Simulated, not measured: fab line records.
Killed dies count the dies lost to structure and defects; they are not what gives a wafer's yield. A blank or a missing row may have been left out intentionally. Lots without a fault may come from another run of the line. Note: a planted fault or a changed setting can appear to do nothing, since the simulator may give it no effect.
A lot that was struck, set against a sound lot :: flow nandHarc :: 14 steps out of a route of 1302
Sound: the wafers L130.2, L130.5, L130.6. Wafers struck: L129.2, L129.3, L129.4. The cause is given at the end.
For every step that has rows: the tool of each side, followed by ch and its chambers, followed by its first start. Under that, the readings that differ: sound wafers :: struck wafers :: difference of the means :: sigmas: that difference in standard deviations of wafers without a fault.
alike: readings with means less than 2 such deviations apart, plus words and numbers identical on both sides. not compared: withheld readings, readings lacking a value on some wafer, bounds such as >300 that could conceal the same value, and numbers that have no deviation in the record and whose values overlap.
Wherever a step has rows on one side only, a row that says differs or no value, or a row with sigmas, the two part there. Numbers that have no deviation but don't overlap get no sigmas and don't part them. Lack of a reading on every wafer of one side parts them only where that side has two or more wafers.

NHARC_P_CONTACT_PVD_32: deposits Ti, target thk 5 nm, time 17.7 s.
  sound on pvdSputter-01; struck on pvdSputter-01
  alike: substrateTempC, throttleValvePct
NHARC_P_CONTACT_ALD_22: deposits TiN, target thk 3 nm, pulse time 1 s, ald cycles 150.
  sound on aldMetal-03 ch 0,1,2, day 9 19:00; struck on aldMetal-01 ch 0,1,2, day 9 13:35
  alike: heaterPowerW, precursorPulseHeightRel
NHARC_P_CONTACT_CVD_23: deposits W, target thk 200 nm, time 557 s.
  sound on cvdW-02 ch 0,1; struck on cvdW-02 ch 0,1
  alike: heaterPowerW, throttleValvePct
NHARC_P_CONTACT_CMP_24: polishes, t overpolish 30 s, target thk 200 nm.
  sound on cmp-02 ch 0,1, day 9 19:49; struck on cmp-01 ch 0,1,3, day 9 14:31
  alike: edgeZonePressureFrac, motorCurrentA, overpolishRunS, timeToEndpointS
after that, 1 step had no rows for these wafers: NHARC_P_CONTACT_SRD_26.
NHARC_P_CONTACT_INSPECT_27:
  sound: defectInspect-02 at day 9 20:11; struck: defectInspect-02 at day 9 14:55
  alike: rawDefectCount
then, 5 steps without rows for these wafers: NHARC_P_M0_DEP_00 (deposits SiOC, target thk 150 nm); NHARC_P_M0_DEHYDRATE_01 (time 120 s); NHARC_P_M0_HMDS_02 (time 30 s); NHARC_P_M0_COAT_33 (time 65 s); NHARC_P_M0_COAT_03 (resist thk 90 nm).
NHARC_P_M0_SOFTBAKE_04: time 55 s.
  sound on lithoTrack-06 ch 0, day 9 20:00; struck on lithoTrack-01 ch 0, day 9 15:00
reading: heaterPowerTotalW (W)
sound: 188.36 188.33 188.33
struck: 179.02 179.24 179.09
difference: -9.22
sigmas: -66
  alike: exhaustPa, resistLineTempC
after that, 1 step had no rows for these wafers: NHARC_P_M0_EBR_05.
-- record jumps: 18 days between struck wafers' starts before vs after; left off in module P_M0, resumes in module END, first step shown is number 1302 of the route --
NHARC_END_SORT_01:
  sound on prober-02 ch 0, day 28 09:38; struck on prober-01 ch 0, day 28 01:42
reading: defectLimitedYield (%)
sound: 92.2 90.5 89.2
struck: 93.8 94.4 93.6
difference: +3.3
sigmas: +2

reading: killedDies
sound: 53 64 73
struck: 42 38 43
difference: -22
sigmas: -2

reading: sort_bin_2_pct (%)
sound: 4.0 3.5 3.7
struck: 1.8 1.9 2.5
difference: -1.7
sigmas: -2

reading: sortNPass
sound: 624 613 604
struck: 635 639 634
difference: +22
sigmas: +2

reading: sortRimYieldPct (%)
sound: 83 74 79
struck: 87 90 89
difference: +10
sigmas: +2

reading: sortYieldPct (%)
sound: 92.2 90.5 89.2
struck: 93.8 94.4 93.6
difference: +3.3
sigmas: +2
  alike: killedAtArray, killedAtOther, killedAtPeriphery, killedOpen, killedShort, sort_bin_3_pct, sort_bin_4_pct

== WHERE THEY PART ==
At NHARC_P_M0_SOFTBAKE_04 first; at NHARC_END_SORT_01 last (within this record only).

WHY: the cause the simulator had injected
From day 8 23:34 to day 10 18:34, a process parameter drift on lithoTrack-01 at NHARC_P_M0_SOFTBAKE_04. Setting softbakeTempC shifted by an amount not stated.
